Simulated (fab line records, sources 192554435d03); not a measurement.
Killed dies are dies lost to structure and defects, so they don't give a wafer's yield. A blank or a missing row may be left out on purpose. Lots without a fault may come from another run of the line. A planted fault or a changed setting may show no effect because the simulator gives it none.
fab line records | flow n5_finfet
record lots=5 wafers=15 last_day=16
route steps=1938 shown MOL_CONTACT_COAG@539
lots that met no fault: from a run of the same line without faults
start_h: hours from the record's first day to the start of the lot's first wafer shown | wait_h: hours since the lot's step before | " the same as in the row above | L1.1+2: a row that stands for several wafers | - no value, or no start given | * or withheld: withheld | < > ~ a bound
route shown NAME@n: a module of which the file shows steps, and the number in the route of the first | usual: mean/standard deviation of fault-free wafers | same: alike in all rows | chamber/n: place in a boat | sites: the reading at each site | _std_site: their standard deviation | _edge_site: outer sites' mean less inner sites' | radius_mm: how far each site lies from the wafer's centre | mask NAME#n: copy n | behind: the tool/chamber that last shaped the wafer | hold: why the lot was held/for how many hours/how that ended | device: the transistor (n, p or np) that didn't switch | end of line: the same wafers' tests at the end of the route | a step without rows: its recipe alone | killed: dies lost to structure and defects at the first sort, not the wafer's yield | map: a wafer's dies, x killed, . not, _ none there
set.NAME: the setting as run; set.NAME@STEP: as run at that earlier step | model.NAME: the simulator's own value behind a step, which no gauge read
lots at some steps of the route; a table a step, a row a wafer
services: from which hour (start_h, from the record's first day; less than 0 if before it) a tool's chamber was out of use, for how many hours, and why
## steps
# step N5_MOL_CONTACT_COAG_STRIP_98
# recipe chemistry=N2/H2 power_w=500 temp_c=40 pressure_mtorr=50 rf_frequency_hz=6e+07 overash_fraction=0.3 bias_power_w=8 h2_frac=0.5 n2_flow_sccm=300 h2_flow_sccm=300
# usual chamber_pressure_mTorr=50.00/0.085 drypump_motor_current_A=5.6/0.43 n2_flow_sccm=300.1/0.92 oes_product_au=0.77/0.087 rf_vpp_V=54.2/1.5 showerhead_plenum_p_Torr=3.34/0.11 throttle_valve_pct=18.8/0.34
# same overash_fraction=0.3
# columns lot.wafer tool chamber start_h wait_h chamber_pressure_mTorr drypump_motor_current_A n2_flow_sccm oes_product_au rf_hours_counter_h rf_vpp_V showerhead_plenum_p_Torr throttle_valve_pct
L076.2 rie_diel-05 0 101.56 0.0 50.00 5.7 299.9 0.72 167 55.1 3.34 18.7
L076.3 " 3 " " 49.89 5.2 301.8 0.68 240 52.9 3.31 19.4
L076.5 " 0 " " 50.04 5.7 299.1 0.72 - 55.6 3.34 18.7
L080.2 rie_diel-03 2 125.87 0.0 49.86 6.2 298.7 0.75 147 53.5 3.24 19.2
L080.3 " 0 " " 50.09 6.1 298.6 0.83 81 53.7 3.25 18.5
L080.6 " 3 " " 50.06 5.6 300.4 0.94 - 53.3 3.30 18.7
L081.1 rie_diel-03 0 132.92 0.0 49.88 6.1 299.6 0.82 84 53.3 3.25 18.5
L081.2 " 2 " " 50.08 6.2 301.6 0.73 150 53.3 3.24 19.2
L081.4 " 2 " " 50.10 6.2 299.7 0.74 - 53.7 3.24 19.2
L082.3 rie_diel-05 2 137.67 0.0 50.00 5.7 299.8 0.75 175 52.7 3.47 18.6
L082.4 " 0 " " 50.05 5.7 299.2 0.72 - 55.4 3.34 18.8
L082.6 " 1 " " 50.05 5.2 300.1 0.75 - 53.4 3.35 19.1
L090.2 rie_diel-06 0 184.65 0.0 49.88 5.1 300.7 0.69 239 54.3 3.44 19.2
L090.5 " 3 " " 49.98 6.5 300.2 0.70 - 52.0 3.19 18.7
L090.6 " 2 " " 50.01 5.6 301.5 0.98 - 56.6 3.59 18.4
# step N5_MOL_CONTACT_COAG_CD_MEAS_99
# recipe target_cd_nm=17.2 polarity=opening
# usual cd_nm=17.1/0.35
# columns lot.wafer tool chamber start_h wait_h cd_nm
L076.2 cd_sem-02 - 101.63 - 17.3
L076.3 " - " " 17.7
L076.5 " - " " 16.9
L080.2 cd_sem-01 - 125.94 - 17.2
L080.3 " - " " 17.4
L080.6 " - " " 17.1
L081.1 cd_sem-02 - 132.99 - 16.9
L081.2 " - " " 16.6
L081.4 " - " " 16.8
L082.3 cd_sem-01 - 137.74 - 17.0
L082.4 " - " " 17.2
L082.6 " - " " 16.7
L090.2 cd_sem-01 - 184.72 - 17.4
L090.5 " - " " 17.1
L090.6 " - " " 17.0
# step N5_MOL_CONTACT_COAG_IMPLANT_129
# recipe species=Ge energy_kev=3 dose_cm2=6e+14 tilt_deg=0 rotation_deg=0
# columns lot.wafer tool chamber start_h wait_h
L076.2+3+5 implanter-02 0 101.69 0.1
L080.2+3+6 implanter-02 0 126.00 0.1
L081.1+2+4 implanter-01 0 133.02 0.0
L082.3+4+6 implanter-02 0 137.83 0.1
L090.2+5+6 implanter-01 0 184.78 0.1
# step N5_MOL_CONTACT_COAG_PRECLEAN_111
# recipe chemistry=NF3:NH3 afs_cycles=1 temp_c=30 time_s=20 sublimation_temp_c=180 sublimation_time_s=60 pressure_torr=3 rf_power_w=30
# columns lot.wafer tool chamber start_h wait_h
L076.2+3+5 remote_plasma-02 1 101.91 0.2
L080.2+3+6 remote_plasma-02 1 126.22 0.2
L081.1+2+4 remote_plasma-01 0 133.24 0.2
L082.3+4+6 remote_plasma-01 0 139.07 1.2
L090.2+5+6 remote_plasma-02 1 185.30 0.5
# step N5_MOL_CONTACT_COAG_TI_SIL_19
# recipe material=Ti target_thk_a=42 temp_c=200 chamber_pressure_pa=5 power_w=5000 time_s=15
# usual throttle_valve_pct=30.2/1.1
# columns lot.wafer tool chamber start_h wait_h throttle_valve_pct
L076.2 pvd_sputter-03 - 102.44 0.5 29.3
L076.3 " - " " 28.5
L076.5 " - " " 31.7
L080.2 pvd_sputter-03 - 126.48 0.2 31.9
L080.3 " - " " 29.2
L080.6 " - " " 30.3
L081.1 pvd_sputter-03 - 133.48 0.2 29.1
L081.2 " - " " 30.1
L081.4 " - " " 28.5
L082.3 pvd_sputter-03 - 139.52 0.4 29.0
L082.4 " - " " 31.6
L082.6 " - " " 30.1
L090.2 pvd_sputter-02 - 185.50 0.2 30.1
L090.5 " - " " 31.8
L090.6 " - " " 29.2
# step N5_MOL_CONTACT_COAG_ALD_20
# recipe material=TiN target_thk_a=15 temp_c=400 ald_precursor_family=TiCl4 ald_co_reactant=NH3 pulse_time_s=1 purge_time_s=3 co_reactant_purge_time_s=2 co_reactant_pulse_time_s=2 ald_cycles=68 pressure_torr=3
# usual heater_power_w=843/57 precursor_pulse_height_rel=1.000/0.019
# columns lot.wafer tool chamber start_h wait_h heater_power_w precursor_pulse_height_rel since_wet_clean_h
L076.2 ald_metal-04 2 102.56 0.1 762 1.021 2842
L076.3 " 3 " " 819 0.996 2842
L076.5 " 3 " " 837 0.993 -
L080.2 ald_metal-04 1 126.60 0.1 877 1.009 2866
L080.3 " 2 " " 758 1.015 2866
L080.6 " 1 " " 878 1.006 -
L081.1 ald_metal-02 3 133.60 0.1 751 1.024 4412
L081.2 " 1 " " 888 1.031 4412
L081.4 " 0 " " 883 0.987 4412
L082.3 ald_metal-04 0 139.64 0.1 838 1.021 2879
L082.4 " 3 " " 836 0.994 2879
L082.6 " 0 " " 866 1.016 -
L090.2 ald_metal-02 0 185.62 0.1 839 1.027 4464
L090.5 " 2 " " 801 0.986 -
L090.6 " 1 " " 891 0.994 -
# step N5_MOL_CONTACT_COAG_SIL_ANNEAL_21
# recipe temp_c=550 time_s=60 ambient=N2
# usual lamp_power_pct=6.4/0.46 lamp_zone_1_pct=6.4/0.46 wafer_temp_C_max=552.2/0.51
# columns lot.wafer tool chamber start_h wait_h lamp_power_pct lamp_zone_1_pct wafer_temp_C_max
L076.2 rtp_anneal-02 0 103.18 0.5 6.8 6.8 553.5
L076.3 " 0 " " 6.8 6.8 552.9
L076.5 " 0 " " 6.8 6.8 552.8
L080.2 rtp_anneal-02 0 127.15 0.4 6.8 6.8 552.2
L080.3 " 0 " " 6.8 6.8 552.3
L080.6 " 0 " " 6.8 6.8 551.9
L081.1 rtp_anneal-02 0 133.98 0.2 6.8 6.8 552.4
L081.2 " 0 " " 6.8 6.8 552.5
L081.4 " 0 " " 6.8 6.8 551.8
L082.3 rtp_anneal-01 0 140.07 0.3 5.8 5.8 552.3
L082.4 " 0 " " 5.8 5.8 552.1
L082.6 " 0 " " 5.8 5.8 552.3
L090.2 rtp_anneal-02 0 186.17 0.4 6.8 6.8 552.9
L090.5 " 0 " " 6.8 6.8 552.4
L090.6 " 0 " " 6.8 6.8 552.5
# step N5_MOL_CONTACT_COAG_PRE_CLEAN_141
# recipe gas=H2/He time_s=60 temp_c=300
# usual heater_power_w=495/74
# columns lot.wafer tool chamber start_h wait_h heater_power_w
L076.2 pvd_sputter-01 - 103.63 0.4 499
L076.3 " - " " 487
L076.5 " - " " 500
L080.2 pvd_sputter-03 - 127.54 0.4 439
L080.3 " - " " 543
L080.6 " - " " 526
L081.1 pvd_sputter-03 - 136.46 2.5 529
L081.2 " - " " 429
L081.4 " - " " 527
L082.3 pvd_sputter-03 - 140.78 0.7 522
L082.4 " - " " 430
L082.6 " - " " 442
L090.2 pvd_sputter-02 - 186.40 0.2 422
L090.5 " - " " 511
L090.6 " - " " 630
# step N5_MOL_CONTACT_COAG_SPUTTER_143
# recipe material=Co target_thk_a=25 temp_c=25 chamber_pressure_pa=0.2
# usual throttle_valve_pct=30.1/1.2
# columns lot.wafer tool chamber start_h wait_h throttle_valve_pct
L076.2 pvd_sputter-01 - 103.70 0.0 29.8
L076.3 " - " " 31.0
L076.5 " - " " 29.6
L080.2 pvd_sputter-03 - 127.60 0.0 28.6
L080.3 " - " " 31.6
L080.6 " - " " 31.6
L081.1 pvd_sputter-03 - 136.52 0.0 31.9
L081.2 " - " " 28.4
L081.4 " - " " 29.1
L082.3 pvd_sputter-03 - 140.84 0.0 32.0
L082.4 " - " " 28.5
L082.6 " - " " 28.5
L090.2 pvd_sputter-02 - 186.46 0.0 30.7
L090.5 " - " " 31.4
L090.6 " - " " 28.8
# step N5_MOL_CONTACT_COAG_CO_FILL_22
# recipe material=Co target_thk_a=200 temp_c=200 precursor=CCTBA/H2 pressure_torr=30
# usual heater_power_w=233/9.7
# columns lot.wafer tool chamber start_h wait_h heater_power_w since_wet_clean_h
L076.2 cvd_co-02 1 103.83 0.1 258 1301
L076.3 " 2 " " 236 405
L076.5 " 1 " " 254 -
L080.2 cvd_co-01 2 127.72 0.1 221 210
L080.3 " 1 " " 229 1107
L080.6 " 0 " " 244 -
L081.1 cvd_co-02 2 136.64 0.1 242 437
L081.2 " 0 " " 232 897
L081.4 " 2 " " 241 -
L082.3 cvd_co-01 1 140.96 0.1 230 1120
L082.4 " 2 " " 219 -
L082.6 " 1 " " 224 -
L090.2 cvd_co-02 0 186.59 0.1 235 947
L090.5 " 2 " " 242 -
L090.6 " 1 " " 225 -
# step N5_MOL_CONTACT_COAG_ANNEAL_113
# recipe temp_c=400 time_s=300 ambient=H2/N2
# usual lamp_power_pct=2.69/0.2 lamp_zone_1_pct=2.69/0.2 wafer_temp_C_max=401.7/0.39
# columns lot.wafer tool chamber start_h wait_h lamp_power_pct lamp_zone_1_pct wafer_temp_C_max
L076.2 rtp_anneal-02 0 104.74 0.6 2.91 2.91 401.1
L076.3 " 0 " " 2.91 2.91 402.1
L076.5 " 0 " " 2.91 2.91 401.7
L080.2 rtp_anneal-01 0 128.48 0.5 2.51 2.50 401.2
L080.3 " 0 " " 2.51 2.50 401.9
L080.6 " 0 " " 2.50 2.51 401.6
L081.1 rtp_anneal-02 0 137.56 0.6 2.90 2.91 401.7
L081.2 " 0 " " 2.91 2.90 401.7
L081.4 " 0 " " 2.90 2.91 401.7
L082.3 rtp_anneal-02 0 141.89 0.6 2.91 2.91 401.2
L082.4 " 0 " " 2.91 2.91 401.5
L082.6 " 0 " " 2.90 2.91 401.9
L090.2 rtp_anneal-01 0 187.35 0.5 2.51 2.50 401.1
L090.5 " 0 " " 2.50 2.51 401.8
L090.6 " 0 " " 2.50 2.51 401.0
# step N5_MOL_CONTACT_COAG_PRE_CLEAN_142
# recipe gas=H2/He time_s=60 temp_c=300
# usual heater_power_w=506/70
# columns lot.wafer tool chamber start_h wait_h heater_power_w
L076.2 pvd_sputter-03 - 105.70 0.8 373
L076.3 " - " " 437
L076.5 " - " " 543
L080.2 pvd_sputter-01 - 132.37 3.7 466
L080.3 " - " " 584
L080.6 " - " " 462
L081.1 pvd_sputter-03 - 139.62 1.9 388
L081.2 " - " " 558
L081.4 " - " " 445
L082.3 pvd_sputter-02 - 142.52 0.5 509
L082.4 " - " " 429
L082.6 " - " " 632
L090.2 pvd_sputter-03 - 188.44 0.9 397
L090.5 " - " " 542
L090.6 " - " " 389
# step N5_MOL_CONTACT_COAG_SPUTTER_130
# recipe material=Co target_thk_a=475 temp_c=25 chamber_pressure_pa=0.5 power_w=3000
# usual throttle_valve_pct=30.2/1.1
# columns lot.wafer tool chamber start_h wait_h throttle_valve_pct
L076.2 pvd_sputter-03 - 105.76 0.0 30.0
L076.3 " - " " 28.6
L076.5 " - " " 29.2
L080.2 pvd_sputter-01 - 132.43 0.0 30.9
L080.3 " - " " 31.2
L080.6 " - " " 30.9
L081.1 pvd_sputter-03 - 139.68 0.0 30.2
L081.2 " - " " 29.4
L081.4 " - " " 28.4
L082.3 pvd_sputter-02 - 142.58 0.0 31.5
L082.4 " - " " 30.1
L082.6 " - " " 29.1
L090.2 pvd_sputter-03 - 188.50 0.0 30.1
L090.5 " - " " 31.9
L090.6 " - " " 30.4
# step N5_MOL_CONTACT_COAG_PRECLEAN_125
# recipe chemistry=DIW time_s=57.5 temp_c=23
# columns lot.wafer tool chamber start_h wait_h
L076.2+3+5 wet_bench-05 7,5,1 105.89 0.1
L080.2+3+6 wet_bench-06 0,2,3 132.56 0.1
L081.1+2+4 wet_bench-01 2,7,1 139.81 0.1
L082.3+4+6 wet_bench-05 5,3,1 142.71 0.1
L090.2+5+6 wet_bench-06 2,1,6 188.63 0.1
# step N5_MOL_CONTACT_COAG_SRD_126
# recipe dry_time_s=32 dry=n2_spin spin_rpm=1500
# columns lot.wafer tool chamber start_h wait_h
L076.2+3+5 wet_bench-05 7,5,1 105.91 0.0
L080.2+3+6 wet_bench-06 0,2,3 132.58 0.0
L081.1+2+4 wet_bench-01 2,7,1 139.82 0.0
L082.3+4+6 wet_bench-05 5,3,1 142.73 0.0
L090.2+5+6 wet_bench-06 2,1,6 188.65 0.0
# step N5_MOL_CONTACT_COAG_CMP_23
# recipe stop_on=SiO2 t_overpolish_s=1.5 post_cmp_clean=cu_alkaline down_force_psi=2 platen_rpm=50.289 pad_velocity_m_s=1.0006 target_thk_nm=0
# usual motor_current_A=8.1/0.78 overpolish_run_s=1.500/0.0095 pad_life_wafers=1378/700 time_to_endpoint_s=9.6/2.1
# columns lot.wafer tool chamber start_h wait_h motor_current_A overpolish_run_s pad_life_wafers time_to_endpoint_s
L076.3 cmp-02 2 106.17 0.3 7.2 1.502 1879 6.9
L076.2 " 3 " " 7.3 1.499 1880 7.3
L076.5 " 1 " " 8.9 1.507 - 10.1
L080.2 cmp-01 3 132.69 0.1 10.1 1.501 1514 7.1
L080.3 " 0 " " 7.7 1.500 1515 6.5
L080.6 " 1 " " 7.8 1.491 - 6.9
L081.4 cmp-02 1 139.89 0.1 8.6 1.510 163 10.6
L081.1 " 2 " " 7.1 1.501 164 12.0
L081.2 " 3 " " 7.5 1.488 165 8.8
L082.4 cmp-02 1 142.90 0.2 8.6 1.488 211 11.7
L082.3 " 2 " " 7.3 1.496 212 6.1
L082.6 " 1 " " 8.1 1.497 - 10.8
L090.2 cmp-02 2 188.68 0.0 7.5 1.506 666 11.6
L090.6 " 2 " " 7.4 1.506 - 9.1
L090.5 " 3 " " 7.5 1.510 - 9.8
# step N5_MOL_CONTACT_COAG_WET_ETCH_26
# recipe target=Co target_depth_nm=13
# columns lot.wafer tool chamber start_h wait_h
L076.2+3+5 wet_bench-01 3,2,4 106.49 0.0
L080.2+3+6 wet_bench-05 6,5,1 132.97 0.0
L081.1+2+4 wet_bench-06 5,4,1 140.21 0.0
L082.3+4+6 wet_bench-06 5,0,2 143.21 0.0
L090.2+5+6 wet_bench-05 7,3,6 189.03 0.0
# step N5_MOL_CONTACT_COAG_WET_ETCH_116
# recipe chemistry=SC1-inhibited target_depth_nm=4.6 dry=ipa_marangoni rinse_time_s=30 rinse_temp_c=23
# columns lot.wafer tool chamber start_h wait_h
L076.2+3+5 wet_bench-01 3,2,4 106.64 0.0
L080.2+3+6 wet_bench-05 6,5,1 133.12 0.0
L081.1+2+4 wet_bench-06 5,4,1 140.36 0.0
L082.3+4+6 wet_bench-06 5,0,2 143.37 0.0
L090.2+5+6 wet_bench-05 7,3,6 189.18 0.0
# step N5_MOL_CONTACT_COAG_ALD_27
# recipe material=SiOC target_thk_a=170 temp_c=400 ald_precursor_family=carbosiloxane ald_co_reactant=H2-plasma pulse_time_s=1.5 time_s=2720 purge_time_s=2 co_reactant_purge_time_s=2 ald_cycles=340 pressure_torr=2
# usual heater_power_w=817/64 precursor_pulse_height_rel=0.999/0.021
# columns lot.wafer tool chamber start_h wait_h heater_power_w precursor_pulse_height_rel since_wet_clean_h
L076.2 ald_sin-02 3 108.49 1.6 763 0.999 298
L076.3 " 0 " " 923 1.013 298
L076.5 " 3 " " 758 0.969 -
L080.2 ald_sin-01 3 133.44 0.0 861 1.010 125
L080.3 " 2 " " 834 0.926 125
L080.6 " 3 " " 895 0.968 -
L081.1 ald_sin-01 2 140.68 0.0 855 0.996 132
L081.2 " 3 " " 881 0.977 132
L081.4 " 1 " " 777 1.009 132
L082.3 ald_sin-02 0 143.73 0.0 919 0.988 333
L082.4 " 1 " " 817 1.002 333
L082.6 " 0 " " 914 1.010 -
L090.2 ald_sin-01 2 189.50 0.0 825 1.014 181
L090.5 " 1 " " 791 1.013 -
L090.6 " 2 " " 857 1.009 -
# step N5_MOL_CONTACT_COAG_CMP_28
# recipe stop_on=SiNx t_overpolish_s=0.85 post_cmp_clean=alkaline_brush down_force_psi=4.15 platen_rpm=51.8 pad_velocity_m_s=1.0307 target_thk_nm=14.522
# usual motor_current_A=12.5/1.2 pad_life_wafers=1074/750 time_to_endpoint_s=4.7/2
# columns lot.wafer tool chamber start_h wait_h motor_current_A pad_life_wafers time_to_endpoint_s
L076.3 cmp-02 0 110.13 0.9 13.0 1940 7.3
L076.2 " 1 " " 12.8 1941 7.1
L076.5 " 2 " " 11.4 - 6.7
L080.3 cmp-02 0 135.00 0.8 13.3 138 4.4
L080.2 " 1 " " 13.6 139 7.0
L080.6 " 1 " " 12.8 - 7.1
L081.1 cmp-04 0 142.25 0.8 12.6 1638 5.9
L081.4 " 2 " " 10.5 1640 5.9
L081.2 " 3 " " 14.2 1641 6.7
L082.3 cmp-04 3 145.29 0.8 14.5 1662 4.2
L082.4 " 2 " " 11.2 1665 5.1
L082.6 " 3 " " 14.6 - 1.8
L090.2 cmp-01 1 191.07 0.8 11.5 2058 7.0
L090.6 " 1 " " 11.5 - 6.8
L090.5 " 2 " " 11.3 - 2.8
# step N5_MOL_CONTACT_COAG_THK_MEAS_29
# recipe reads=SiNx_of_GATE_CUT_PECVD_57+SiNx_of_GATE_CUT_SAC_CAP_01
# usual MD_CAP_THK=17.87/0.087
# columns lot.wafer tool chamber start_h wait_h MD_CAP_THK[nm]
L076.2 film_metro-01 - 110.35 - 17.72
L076.3 " - " " 17.75
L076.5 " - " " 17.83
L080.2 film_metro-01 - 135.30 - 17.84
L080.3 " - " " 17.77
L080.6 " - " " 17.89
L081.1 film_metro-01 - 142.55 - 17.76
L081.2 " - " " 17.83
L081.4 " - " " 17.84
L082.3 film_metro-02 - 145.59 - 17.95
L082.4 " - " " 17.92
L082.6 " - " " 17.91
L090.2 film_metro-01 - 191.36 - 17.99
L090.5 " - " " 17.86
L090.6 " - " " 17.87
# step N5_MOL_CONTACT_COAG_ALD_123
# recipe material=SiNx target_thk_a=50 temp_c=400 ald_precursor_family=SiH2I2 ald_co_reactant=N2/H2-plasma pulse_time_s=1 purge_time_s=2 co_reactant_purge_time_s=2 ald_cycles=100 pressure_torr=2
# usual heater_power_w=806/68 precursor_pulse_height_rel=1.000/0.018
# columns lot.wafer tool chamber start_h wait_h heater_power_w precursor_pulse_height_rel since_wet_clean_h
L076.2 ald_sin-02 0 110.39 0.0 941 1.019 299
L076.3 " 1 " " 822 0.983 299
L076.5 " 1 " " 828 0.983 -
L080.2 ald_sin-04 1 135.34 0.0 803 1.026 233
L080.3 " 1 " " 814 1.001 -
L080.6 " 0 " " 727 1.017 -
L081.1 ald_sin-04 0 142.58 0.0 700 1.015 240
L081.2 " 2 " " 666 0.974 240
L081.4 " 1 " " 838 1.015 240
L082.3 ald_sin-01 2 145.62 0.0 872 0.990 137
L082.4 " 1 " " 790 0.998 137
L082.6 " 0 " " 812 1.001 -
L090.2 ald_sin-04 2 192.00 0.6 656 1.023 290
L090.5 " 2 " " 645 0.996 -
L090.6 " 1 " " 829 1.008 -
# step N5_MOL_CONTACT_COAG_PECVD_31
# recipe material=SiO2 target_thk_a=460 temp_c=400 precursor=TEOS/O2 pressure_torr=6.5 rf_w=withheld teos_flow_sccm=withheld gas=O2 flow_sccm=2650 time_s=8.9
# columns lot.wafer tool chamber start_h wait_h since_wet_clean_h
L076.2 pecvd-01 0 110.89 0.3 634
L076.3 " 2 " " 2084
L076.5 " 0 " " -
L080.2 pecvd-01 1 136.08 0.5 1384
L080.3 " 0 " " 659
L080.6 " 2 " " -
L081.1 pecvd-02 1 143.09 0.3 1753
L081.2 " 2 " " 274
L081.4 " 0 " " -
L082.3 pecvd-02 0 146.13 0.3 1031
L082.4 " 2 " " -
L082.6 " 0 " " -
L090.2 pecvd-04 2 192.50 0.3 142
L090.5 " 1 " " -
L090.6 " 2 " " -
# step N5_MOL_CONTACT_COAG_COAT_75
# recipe resist=SOC temp_c=250 time_s=60 spin_rpm=1500 resist_thk_nm=60
# columns lot.wafer tool chamber start_h wait_h
L076.2+3+5 litho_track-03 0 110.95 0.0
L080.2+3+6 litho_track-01 0 136.14 0.0
L081.1+2+4 litho_track-01 0 143.14 0.0
L082.3+4+6 litho_track-03 0 146.19 0.0
L090.2+5+6 litho_track-05 0 192.56 0.0
## services
# columns tool chamber start_h hours kind
ald_metal-02 0 83.91 9.8 repair
cmp-01 - 90.69 0.4 repair
wet_bench-05 - 92.69 7.4 repair
ald_metal-02 1 93.60 30.1 repair
ald_metal-02 3 97.60 3.6 repair
ald_metal-02 - 97.67 1.4 repair
cmp-04 - 103.78 12.7 repair
rtp_anneal-02 - 106.03 1.2 pm
ald_metal-02 - 107.38 0.4 repair
cvd_co-02 - 114.65 2.8 pm
cmp-02 - 116.60 4.0 pm
implanter-01 - 116.79 2.2 repair
wet_bench-05 - 121.17 1.9 pm
pecvd-01 - 124.78 0.8 repair
cmp-02 - 136.64 2.2 repair
cvd_co-01 2 143.50 16.4 repair
cmp-04 - 146.70 6.9 pm
ald_sin-02 0 151.45 4.1 repair
cmp-01 - 153.65 4.2 pm
ald_sin-02 1 171.39 20.0 repair
ald_sin-01 1 173.81 11.8 repair
ald_sin-02 - 177.03 14.0 pm
implanter-02 - 186.32 3.1 repair
wet_bench-01 - 188.15 1.5 repair
## key
fault none
